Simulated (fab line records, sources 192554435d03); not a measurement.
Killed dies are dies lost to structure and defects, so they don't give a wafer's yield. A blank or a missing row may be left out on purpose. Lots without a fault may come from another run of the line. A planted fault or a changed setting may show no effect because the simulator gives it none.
Split-lot experiment | flow n5_finfet | 7 lots, 21 wafers read, on a route of 1938 steps

THE SPLIT
At N5_BEOL_M0_SAQP_ETCH_106 (etches SOC in N2/H2, stops on SiNx, target depth 150 nm), the setting target_depth_a was moved away from the recipe's 1500 angstrom on 8 of the 21 wafers read, by -8.3% to +10.3%. The other wafers ran this setting at the recipe's value.

The file shows no step between the split and the reading.

THE READING
SOC_of_BEOL_M0_SAQP_COAT_105.thk_nm (the simulator's own value, which no gauge read), in nm, at N5_BEOL_M0_SAQP_ETCH_107 (etches SiNx in CH3F/O2, target depth 30 nm). The file gives no usual value for it. The 13 wafers here that ran the recipe average 12.4 nm, standard deviation 2.2 nm.

wafer  | tool, chamber at the split | target_depth_a as run, angstrom | against the recipe | SOC_of_BEOL_M0_SAQP_COAT_105.thk_nm, nm | against lot-mates on the recipe
L076.1 | rie_diel-05, 0             | 1500                            | recipe             | 15                                      | -
L076.4 | rie_diel-05, 1             | 1500                            | recipe             | 12.6                                    | -
L076.6 | rie_diel-05, 0             | 1500                            | recipe             | 15.4                                    | -
L077.2 | rie_diel-01, 1             | 1655                            | +10.3%             | 6.2                                     | -8.6
L077.3 | rie_diel-01, 2             | 1500                            | recipe             | 14.8                                    | -
L077.6 | rie_diel-01, 0             | 1655                            | +10.3%             | 7.8                                     | -7.0
L082.1 | rie_diel-05, 3             | 1376                            | -8.3%              | 20.6                                    | +10.5
L082.4 | rie_diel-05, 2             | 1500                            | recipe             | 10.4                                    | -
L082.5 | rie_diel-05, 2             | 1500                            | recipe             | 9.8                                     | -
L086.2 | rie_diel-01, 3             | 1442                            | -3.9%              | 16                                      | +3.6
L086.3 | rie_diel-01, 1             | 1442                            | -3.9%              | 16.2                                    | +3.8
L086.6 | rie_diel-01, 3             | 1500                            | recipe             | 12.4                                    | -
L093.1 | rie_diel-01, 1             | 1500                            | recipe             | 15.2                                    | -
L093.2 | rie_diel-01, 0             | 1548                            | +3.2%              | 11.6                                    | -3.6
L093.6 | rie_diel-01, 0             | 1548                            | +3.2%              | 12.2                                    | -3.0
L094.1 | rie_diel-04, 2             | 1500                            | recipe             | 9.2                                     | -
L094.3 | rie_diel-04, 0             | 1500                            | recipe             | 11.8                                    | -
L094.6 | rie_diel-04, 2             | 1500                            | recipe             | 9                                       | -
L097.2 | rie_diel-04, 1             | 1639                            | +9.3%              | 5.8                                     | -7.2
L097.3 | rie_diel-04, 0             | 1500                            | recipe             | 12.2                                    | -
L097.5 | rie_diel-04, 3             | 1500                            | recipe             | 13.8                                    | -

THE FIT
A straight line over all 21 wafers: SOC_of_BEOL_M0_SAQP_COAT_105.thk_nm changes by -0.678 nm for each +1% of target_depth_a; r = -0.83; the points scatter about the line by 2 nm.
The same after taking each lot's own level away (the mean of its wafers on the recipe; 21 wafers): -0.887 nm for each +1%; r = -0.96; scatter 1.2 nm.
On that fit, the largest move of target_depth_a shifts the reading by 9.2 nm.
The lots' own levels span 10.00 to 15.20 nm, that is 2.3 times the standard deviation above.
So the lot-to-lot level changes the slope: the two fits differ.
Check: with one of the wafers moved furthest among these (+10.3%) left out of the fit, the line predicts -8.94 nm for it against its lot-mates. It came out at -8.6 nm against them.

OTHER SPLITS ON THESE WAFERS
These wafers also went through other splits before the reading. Each is held against what the fit with the lots' levels taken away leaves over:
other split on the same wafers            | wafers away from the commonest value | r with SOC_of_BEOL_M0_SAQP_COAT_105.thk_nm (lot level and that fit taken away)
N5_BEOL_M0_SAQP_SPACER1_ALD_98 ald_cycles | 6                                    | +0.13

THE WHOLE CHAIN: every reading that the file lists as answering this split, in the file's order
step                     | what it does                                            | reading                                                                              | change (the file's fit)               | r (the file's)
N5_BEOL_M0_SAQP_ETCH_106 | etches SOC in N2/H2, stops on SiNx, target depth 150 nm | SOC_of_BEOL_M0_SAQP_COAT_105.thk_nm (the simulator's own value, which no gauge read) | -0.898 nm for each +1% of the setting | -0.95
N5_BEOL_M0_SAQP_ETCH_107 | etches SiNx in CH3F/O2, target depth 30 nm              | SOC_of_BEOL_M0_SAQP_COAT_105.thk_nm (the simulator's own value, which no gauge read) | -0.905 nm for each +1% of the setting | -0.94

THE FILE'S OWN FIT
SOC_of_BEOL_M0_SAQP_COAT_105.thk_nm changes by -0.905 nm for each +1% of target_depth_a, r = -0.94.
